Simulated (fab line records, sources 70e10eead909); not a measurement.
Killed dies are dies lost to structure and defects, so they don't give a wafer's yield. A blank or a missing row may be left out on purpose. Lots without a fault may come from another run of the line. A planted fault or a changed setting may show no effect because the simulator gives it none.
A struck lot beside a sound one | flow nand_harc | 15 steps out of a route of 1159
Sound: wafers L645.3, L645.4, L645.5. Struck: wafers L644.1, L644.5, L644.6. The cause comes at the end.
At each step with rows: each side's tool, then ch and its chambers, then its first start. Under that, the readings that differ: sound wafers | struck wafers | difference of the means | sigmas: that difference in standard deviations of wafers without a fault.
alike: readings whose means differ by less than 2 such deviations, and words and numbers that are the same on both sides. not compared: withheld readings, readings that some wafer has no value for, bounds like >300 that may hide the same value, and numbers for which the record gives no deviation and whose values overlap.
The two part at a step that has a row with sigmas, a row that says differs or no value, or rows on one side only. Numbers that don't overlap but have no deviation are shown without sigmas and don't part them. A reading that every wafer of one side lacks parts them only if that side has two wafers or more.

first, 8 steps without rows for these wafers: NHARC_P_BONDPAD_HMDS_02 (time 30 s); NHARC_P_BONDPAD_COAT_36 (time 65 s); NHARC_P_BONDPAD_COAT_03 (resist thk 600 nm); NHARC_P_BONDPAD_SOFTBAKE_04 (time 70 s); NHARC_P_BONDPAD_EBR_05; NHARC_P_BONDPAD_EXPOSE_06 (exposes mask P BPAD); NHARC_P_BONDPAD_PEB_07 (peb time 80 s); NHARC_P_BONDPAD_DEVELOP_08 (time 50 s).
NHARC_P_BONDPAD_CD_MEAS_09: target cd 500 nm.
  sound on cd_sem-03 ch 0, day 10 22:17; struck on cd_sem-01 ch 0, day 10 08:13
  alike: cd_nm
NHARC_P_BONDPAD_OVL_MEAS_38:
  sound on overlay-02, day 10 22:22; struck on overlay-01, day 10 08:19
  reading           | sound    | struck   | difference | sigmas
  overlay_y_nm (nm) | -9 -9 -9 | 11 11 12 | +20        | +3
  alike: overlay_x_nm
then, 1 step without rows for these wafers: NHARC_P_BONDPAD_HARDBAKE_10 (time 65 s).
NHARC_P_BONDPAD_DESCUM_11: chemistry O2, time 3 s.
  sound on rie_diel-11 ch 0,3, day 10 22:29; struck on rie_diel-08 ch 0,1,2, day 10 08:28
  reading                | sound                | struck               | difference | sigmas
  throttle_valve_pct (%) | 11.303 11.307 11.299 | 11.326 11.316 11.323 | +0.019     | +2
  alike: drypump_motor_current_A, oes_product_au, rf_vpp_V, showerhead_plenum_p_Torr
  not compared: rf_hours_counter_h
NHARC_P_BONDPAD_ETCH_37: etches the open film in N2/H2, target depth 60 nm, overetch 18 nm, time 65.91 s.
  sound on rie_diel-11 ch 0,3, day 10 22:35; struck on rie_diel-08 ch 0,1, day 10 08:41
  no value came back on the struck wafers for any of 8 readings (bias_w (W), chamber_pressure_mTorr (mTorr) and others); on the sound wafers bias_w (W) reads 150.1 149.4 149.5
  not compared: rf_hours_counter_h
NHARC_P_BONDPAD_ETCH_12: etches the open film in CHF3/O2, target depth 200 nm, time 100 s.
  sound on rie_diel-11 ch 0,1,3; struck on rie_diel-08 ch 0,2,3, day 10 08:48
  alike: bias_w, chamber_pressure_mTorr, chf3_flow_sccm, drypump_motor_current_A, oes_product_au, rf_fwd_power_W, rf_vpp_V, showerhead_plenum_p_Torr, throttle_valve_pct
  not compared: rf_hours_counter_h
-- the record jumps here: 12 days lie between the struck wafers' starts before and after (it left off in module P_BONDPAD and takes up again in module END, whose first step shown is number 1159 of the route) --
NHARC_END_SORT_01:
  sound on prober-01 ch 0, day 23 17:32; struck on prober-01 ch 0, day 22 18:09
  reading                  | sound          | struck         | difference | sigmas
  defect_limited_yield (%) | 96.8 95.6 96.6 | 0 0 0          | -96        | -64
  killed_at_periphery      | 4 2 2          | 641 635 641    | +636       | +99 or more
  killed_dies              | 22 30 23       | 677 677 677    | +652       | +65
  sort_bin_2_pct (%)       | 1.0 1.5 0.7    | 95.7 95.9 95.9 | +94.8      | +99 or more
  sort_n_pass              | 655 647 654    | 0 0 0          | -652       | -65
  sort_rim_yield_pct (%)   | 98.1 96.2 95.3 | 0 0 0          | -97        | -46
  sort_yield_pct (%)       | 96.8 95.6 96.6 | 0 0 0          | -96        | -64
  alike: killed_at_array, killed_at_other, killed_open, killed_short, sort_bin_3_pct, sort_bin_4_pct

WHERE THEY PART
First at NHARC_P_BONDPAD_OVL_MEAS_38; last, within this record, at NHARC_END_SORT_01.

WHY: what the simulator had put in
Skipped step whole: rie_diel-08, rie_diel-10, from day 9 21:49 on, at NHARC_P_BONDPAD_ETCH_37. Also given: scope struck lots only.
